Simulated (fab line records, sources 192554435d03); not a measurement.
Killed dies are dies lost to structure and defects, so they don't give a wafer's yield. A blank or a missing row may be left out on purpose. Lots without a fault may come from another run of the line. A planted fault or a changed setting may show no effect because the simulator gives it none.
Which tool did it? | flow n5_finfet | 11 lots, 31 wafers sampled, at 4 steps of a route of 1938

WHAT THE GAUGES READ, wafer by wafer
N5_BEOL_M5_INSPECT_58: inspects for defects (darkfield).
lot  | measured     | on                | raw_defect_count
L384 | day 8 05:24  | defect_inspect-01 | 71 64 91
L385 | day 8 08:53  | defect_inspect-01 | 65 62 65
L387 | day 9 04:13  | defect_inspect-01 | 83 90 99
L394 | day 11 23:23 | defect_inspect-01 | 45 69 69
L393 | day 12 00:10 | defect_inspect-02 | 83 83 112
L396 | day 12 06:44 | defect_inspect-01 | 67 49 101
L399 | day 12 17:40 | defect_inspect-01 | 78 54
L400 | day 13 02:24 | defect_inspect-01 | 82 48 59
L401 | day 13 04:10 | defect_inspect-02 | 51 68 47
L403 | day 13 17:59 | defect_inspect-01 | 126 91
L405 | day 14 09:56 | defect_inspect-01 | 40 41 28

N5_BEOL_M6_THK_MEAS_01.
lot  | measured     | on            | M6_ILD_THK (nm)
L384 | day 8 06:01  | film_metro-02 | 156.1 155.0 156.8
L385 | day 8 09:30  | film_metro-01 | 151.1 152.6 152.4
L387 | day 9 04:52  | film_metro-02 | 153.0 155.0 153.6
L394 | day 12 00:01 | film_metro-01 | 154.8 158.1 157.8
L393 | day 12 00:47 | film_metro-01 | 154.8 156.1 158.2
L396 | day 12 07:20 | film_metro-02 | 153.5 156.2 156.4
L399 | day 12 18:16 | film_metro-01 | 157.0 158.8
L400 | day 13 03:01 | film_metro-01 | 154.3 156.6 157.4
L401 | day 13 04:47 | film_metro-01 | 157.4 155.8 155.4
L403 | day 13 18:45 | film_metro-02 | 153.3 153.9
L405 | day 14 10:34 | film_metro-01 | 150.4 154.4 151.5

N5_BEOL_M6_INSPECT_13: inspects for defects (brightfield).
lot  | measured     | on                | raw_defect_count
L384 | day 8 07:10  | defect_inspect-01 | 554 259 386
L385 | day 8 10:26  | defect_inspect-01 | 422 523 645
L387 | day 9 05:23  | defect_inspect-01 | 410 361 487
L394 | day 12 01:32 | defect_inspect-01 | 353 478 1125
L393 | day 12 01:43 | defect_inspect-02 | 1258 518 517
L396 | day 12 09:02 | defect_inspect-02 | 384 373 509
L399 | day 12 19:29 | defect_inspect-01 | 329 305
L400 | day 13 03:32 | defect_inspect-02 | 405 399 409
L401 | day 13 06:10 | defect_inspect-02 | 350 438 378
L403 | day 13 22:49 | defect_inspect-01 | 550 370
L405 | day 14 11:14 | defect_inspect-02 | 500 620 423

WHICH TOOL RAN EACH LOT (tool, then ch and the chambers of the sampled wafers, then the start)
lot  | N5_BEOL_M6_PECVD_70
L384 | pecvd-01 ch 0,1,2, day 8 06:03
L385 | pecvd-02 ch 0,1,2, day 8 09:32
L387 | pecvd-03 ch 0,1, day 9 04:54
L394 | pecvd-03 ch 0,1,2, day 12 00:04
L393 | pecvd-03 ch 1,2, day 12 00:49
L396 | pecvd-01 ch 0,1,2, day 12 07:23
L399 | pecvd-02 ch 0,2, day 12 18:19
L400 | pecvd-01 ch 1,2, day 13 03:03
L401 | pecvd-01 ch 0,1, day 13 04:49
L403 | pecvd-01 ch 1,2, day 13 18:47
L405 | pecvd-02 ch 1,2, day 14 10:37
- N5_BEOL_M6_PECVD_70: deposits SiO2 from TEOS/O2, target thk 20 nm, time 22.7 s.

WHAT THE TOOLS THEMSELVES READ (means of the sampled wafers that have a number; where no wafer has one, the mark that the record gives instead)
N5_BEOL_M6_PECVD_70.
lot  | tool     | heater_power_w (W) | showerhead_plenum_p_Torr (Torr) | throttle_valve_pct (%)
L384 | pecvd-01 | 697                | 8.73                            | 22.2
L385 | pecvd-02 | 790                | 8.81                            | 22.0
L387 | pecvd-03 | 726                | 8.66                            | 22.3
L394 | pecvd-03 | 712                | 8.73                            | 21.7
L393 | pecvd-03 | 647                | 8.77                            | 21.0
L396 | pecvd-01 | 669                | 8.72                            | 21.9
L399 | pecvd-02 | 820                | 8.80                            | 22.1
L400 | pecvd-01 | 656                | 8.73                            | 21.5
L401 | pecvd-01 | 645                | 8.69                            | 22.8
L403 | pecvd-01 | 682                | 8.71                            | 22.1
L405 | pecvd-02 | 808                | 8.83                            | 22.0

THE ANSWER, worked out from the rows above alone
Rule: what is usual is taken from the lots themselves. Put in order of their means at a reading, lots are off if they are a third of the lots or fewer, leave a main group of 4 or more, and stand apart from it by a gap of 3 or more times the standard deviation of the main group's means; of several such gaps the widest counts. A main group whose means are all the same, to the digits that the tables above print for the reading, isn't used. A lot without any number at a reading at which 4 lots or more have one is off too. The other lots that the step has rows for count as sound. The gauges are gone through in route order, then the tools' own readings, and for those a lot's mean is taken as printed above. The first step at which some lot is off is used, and at that step the reading that is off furthest; a lot without a number counts as furthest.
No lot is off at any reading shown: from this, nothing can be told.

WHAT THE SIMULATOR HAD PUT IN
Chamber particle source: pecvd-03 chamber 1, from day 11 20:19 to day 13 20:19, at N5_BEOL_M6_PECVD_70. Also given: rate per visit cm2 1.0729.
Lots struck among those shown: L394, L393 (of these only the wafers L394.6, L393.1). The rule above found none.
